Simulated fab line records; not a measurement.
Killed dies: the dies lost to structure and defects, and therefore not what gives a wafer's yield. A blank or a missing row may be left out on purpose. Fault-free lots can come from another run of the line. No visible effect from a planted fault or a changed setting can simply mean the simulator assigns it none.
Matching of chambers | flow n5 finfet | N5_BEOL_M3_STRIP_19 on rie diel-06 has 4 sister chambers
The step strips in O2. 22 wafers are shown with their chamber, then 11 later ones without.

## EACH WAFER AND ITS CHAMBER
wafer  | chamber | showerhead plenum p Torr (Torr) | drypump motor current A (A) | throttle valve pct (%)
L076.1 | 0       | 2.12                            | 5.6                         | 16.25
L076.2 | 3       | 1.93                            | 5.9                         | 16.32
L076.4 | 1       | 2.07                            | 4.7                         | 16.81
L075.3 | 3       | 1.93                            | 5.9                         | 16.32
L075.4 | 2       | 2.24                            | 5.4                         | 16.66
L075.6 | 3       | 1.93                            | 5.9                         | 16.34
L081.2 | 3       | 1.93                            | 5.9                         | 16.35
L081.3 | 0       | 2.12                            | 5.7                         | 16.29
L081.6 | 3       | 1.93                            | 5.9                         | 16.36
L083.1 | 1       | 2.07                            | 4.7                         | 16.84
L083.2 | 0       | 2.12                            | 5.6                         | 16.29
L083.5 | 2       | 2.23                            | 5.4                         | 16.68
L084.2 | 1       | 2.07                            | 4.7                         | 16.83
L084.4 | 2       | 2.23                            | 5.4                         | 16.67
L084.5 | 2       | 2.23                            | 5.4                         | 16.67
L085.1 | 2       | 2.23                            | 5.4                         | 16.68
L085.3 | 1       | 2.07                            | 4.7                         | 16.85
L085.5 | 3       | 1.93                            | 5.9                         | 16.36
L087.1 | 3       | 1.92                            | 5.9                         | 16.37
L087.4 | 1       | 2.07                            | 4.7                         | 16.84
L087.5 | 1       | 2.07                            | 4.7                         | 16.85
L088.1 | 1       | 2.07                            | 4.7                         | 16.84

SIGNATURES, as means of the wafers listed above
reading                  | chamber 0 | chamber 1 | chamber 2 | chamber 3 | scatter within a chamber
showerhead plenum p Torr | 2.1200    | 2.0700    | 2.2320    | 1.9286    | 0.00303
drypump motor current A  | 5.633     | 4.700     | 5.400     | 5.900     | 0.0192
throttle valve pct       | 16.2767   | 16.8371   | 16.6720   | 16.3457   | 0.0164
Rule: a wafer lies at a distance from a chamber equal to the root of the sum of squares, over the readings, of (its reading less the chamber's mean, divided by the reading's scatter). The wafer belongs to the nearest chamber; if the next one is less than 2 further off, it can't be placed. The scatter is the square root of a quotient: the sum, over the shown wafers, of each reading's squared deviation from its chamber's mean, divided by wafers minus chambers.

## WAFERS WITHOUT THEIR CHAMBER
wafer  | showerhead plenum p Torr (Torr) | drypump motor current A (A) | throttle valve pct (%)
L088.3 | 1.92                            | 5.9                         | 16.38
L088.6 | 2.12                            | 5.7                         | 16.31
L089.3 | 2.12                            | 5.6                         | 16.31
L089.4 | 1.92                            | 5.9                         | 16.36
L089.6 | 2.06                            | 4.7                         | 16.85
L091.2 | 2.23                            | 5.4                         | 16.71
L091.3 | 1.92                            | 5.9                         | 16.39
L091.5 | 2.12                            | 5.6                         | 16.33
L097.2 | 2.22                            | 5.4                         | 16.73
L097.3 | 1.92                            | 5.9                         | 16.39
L097.4 | 2.11                            | 5.7                         | 16.34

## EACH ONE'S CHAMBER
wafer  | from the rows above | in truth
L088.3 | 3                   | 3
L088.6 | 0                   | 0
L089.3 | 0                   | 0
L089.4 | 3                   | 3
L089.6 | 1                   | 1
L091.2 | 2                   | 2
L091.3 | 3                   | 3
L091.5 | 0                   | 0
L097.2 | 2                   | 2
L097.3 | 3                   | 3
L097.4 | 0                   | 0
Correctly placed: 11 of 11. Can't be placed from these rows: 0. Placed wrongly: 0.
